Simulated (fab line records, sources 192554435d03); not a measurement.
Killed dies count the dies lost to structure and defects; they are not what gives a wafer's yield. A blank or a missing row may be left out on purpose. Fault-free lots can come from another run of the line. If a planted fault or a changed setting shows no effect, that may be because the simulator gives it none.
Matching of chambers | flow n5 finfet | N5_SDB_ETCH_25 on rie diel-05: 4 sister chambers
The step etches SiO2 in C4F6/O2, target depth 10 nm, time 3.3 s. 4 wafers are shown with their chamber, then 8 later ones without.

## WAFERS PAIRED WITH THEIR CHAMBERS
wafer  | chamber | throttle valve pct (%)
L082.2 | 3       | 21.14
L087.5 | 0       | 21.31
L087.6 | 1       | 21.34
L091.1 | 2       | 21.15

## WAFERS WITHOUT THEIR CHAMBER
wafer  | throttle valve pct (%)
L091.2 | 21.18
L091.4 | 21.37
L092.3 | 21.34
L092.5 | 21.33
L092.6 | 21.19
L095.1 | 21.19
L095.3 | 21.37
L095.6 | 21.16

## CHAMBER TAKEN BY EACH
wafer  | from the rows above     | in truth
L091.2 | can't be placed: 2 or 3 | 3
L091.4 | can't be placed: 1 or 0 | 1
L092.3 | can't be placed: 1 or 0 | 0
L092.5 | can't be placed: 1 or 0 | 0
L092.6 | can't be placed: 2 or 3 | 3
L095.1 | can't be placed: 2 or 3 | 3
L095.3 | can't be placed: 1 or 0 | 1
L095.6 | can't be placed: 2 or 3 | 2
Correct placement for 0 of the 8. Can't be placed from these rows: 8 (the true chamber is among the candidates in 8). Wrongly placed: 0.
How it was worked out, from the rows above alone: a wafer's distance from a chamber is the root of the sum, over the readings, of the square of ((its reading less the chamber's mean) divided by the reading's scatter). If the next closest chamber is less than 2 further off than the closest, the wafer can't be placed; otherwise it belongs to the closest. The mean given for a chamber averages the wafers shown for that chamber. The scatter (one wafer shown for each chamber): square how far every hidden wafer sits from the nearest shown wafer, average those squares and take the square root.
